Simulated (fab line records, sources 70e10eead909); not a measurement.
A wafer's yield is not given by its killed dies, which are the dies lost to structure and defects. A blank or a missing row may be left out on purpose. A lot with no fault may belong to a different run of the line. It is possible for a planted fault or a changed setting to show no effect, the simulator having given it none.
Comparing a struck lot with a sound one	flow nandHarc	13 steps out of a route of 1159
Sound: wafers L719.2, L719.4, L719.5. Struck: wafers L732.4, L732.5 (left out: L732.2, a lot-mate that was not struck); the cause follows at the end.
At each step with rows: each side's tool, then ch and its chambers, then its first start. Under that, the readings that differ: sound wafers	struck wafers	difference of the means	sigmas: that difference in standard deviations of wafers without a fault.
alike: a reading whose means differ by less than 2 such deviations, as well as words and numbers matching on both sides. not compared: withheld readings; readings where some wafer has no value; bounds like >300 that might hide an equal value; numbers whose values overlap and for which the record gives no deviation.
Wherever a step has rows on one side only, a row that says differs or no value, or a row with sigmas, the two part there. Numbers that don't overlap but have no deviation are shown without sigmas and don't part them. Lack of a reading on every wafer of one side parts them only where that side has two or more wafers.

first, 3 steps without rows for these wafers: NHARC_A_STAIRCASE_PEB_07 (peb time 130 s); NHARC_A_STAIRCASE_DEVELOP_08 (time 140 s); NHARC_A_STAIRCASE_HARDBAKE_10 (time 140 s).
NHARC_A_STAIRCASE_DESCUM_11: chemistry O2, time 3 s.
  sound on rieDiel-06 ch 1,2, day 10 16:02; struck on rieDiel-06 ch 1,2, day 14 12:35
  alike: drypumpMotorCurrentA, oesProductAu, rfVppV, showerheadPlenumPTorr, throttleValvePct
  not compared: rfHoursCounterH
then, 1 step without rows for these wafers: NHARC_A_STAIRCASE_TRIM_12 (chemistry O2, time 211.2 s).
NHARC_A_STAIRCASE_ETCH_13: etches the open film in C4F8/O2, target depth 100 nm, time 40.5 s.
  sound: rieDiel-06 ch 1,2,3; struck: rieDiel-06 ch 1,2
  alike: oesProductAu, rfFwdPowerW, rfVppV
  not compared: rfHoursCounterH
NHARC_A_STAIRCASE_TRIM_14: chemistry O2, time 211.2 s.
  sound: rieDiel-06 ch 1,2; struck: rieDiel-06 ch 0,1
  alike: drypumpMotorCurrentA, oesProductAu, rfVppV, showerheadPlenumPTorr, throttleValvePct
  not compared: rfHoursCounterH
then, 2 steps without rows for these wafers: NHARC_A_STAIRCASE_ETCH_15 (etches the open film in C4F8/O2, target depth 100 nm, time 40.5 s); NHARC_A_STAIRCASE_TRIM_16 (chemistry O2, time 211.2 s).
NHARC_A_STAIRCASE_ETCH_17: etches the open film in C4F8/O2, target depth 100 nm, time 40.5 s.
  sound: rieDiel-06 ch 0,1,3; struck: rieDiel-06 ch 2,3
  alike: oesProductAu, rfFwdPowerW, rfVppV
  not compared: rfHoursCounterH
NHARC_A_STAIRCASE_TRIM_18: chemistry O2, time 211.2 s.
  sound: rieDiel-06 ch 2,3; struck: rieDiel-06 ch 1
  alike: drypumpMotorCurrentA, oesProductAu, rfVppV, showerheadPlenumPTorr, throttleValvePct
  not compared: rfHoursCounterH
NHARC_A_STAIRCASE_ETCH_19: etches the open film in C4F8/O2, target depth 100 nm, time 40.5 s.
  sound on rieDiel-06 ch 1,2,3, day 10 17:06; struck on rieDiel-06 ch 0, day 14 13:31
reading	sound	struck	difference	sigmas
oesProductAu (a.u.)	0.936 0.933 0.946	1.085 1.084	+0.146	+12
  alike: rfFwdPowerW, rfVppV
  not compared: rfHoursCounterH
-- jump in the record: it breaks off in module A_STAIRCASE and resumes in module END (first step shown: number 1159 of the route), and 8 days separate the struck wafers' starts before and after --
NHARC_END_SORT_01:
  at this point the record logs the struck wafers (prober-01 ch 0, day 22 20:20) and has no rows for the sound ones

## WHERE THEY PART
Last at NHARC_END_SORT_01 as far as this record goes, first at NHARC_A_STAIRCASE_ETCH_19.

WHY: what had been put in by the simulator
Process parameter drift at NHARC_A_STAIRCASE_ETCH_19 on rieDiel-06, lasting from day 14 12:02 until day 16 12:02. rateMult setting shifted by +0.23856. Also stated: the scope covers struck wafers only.
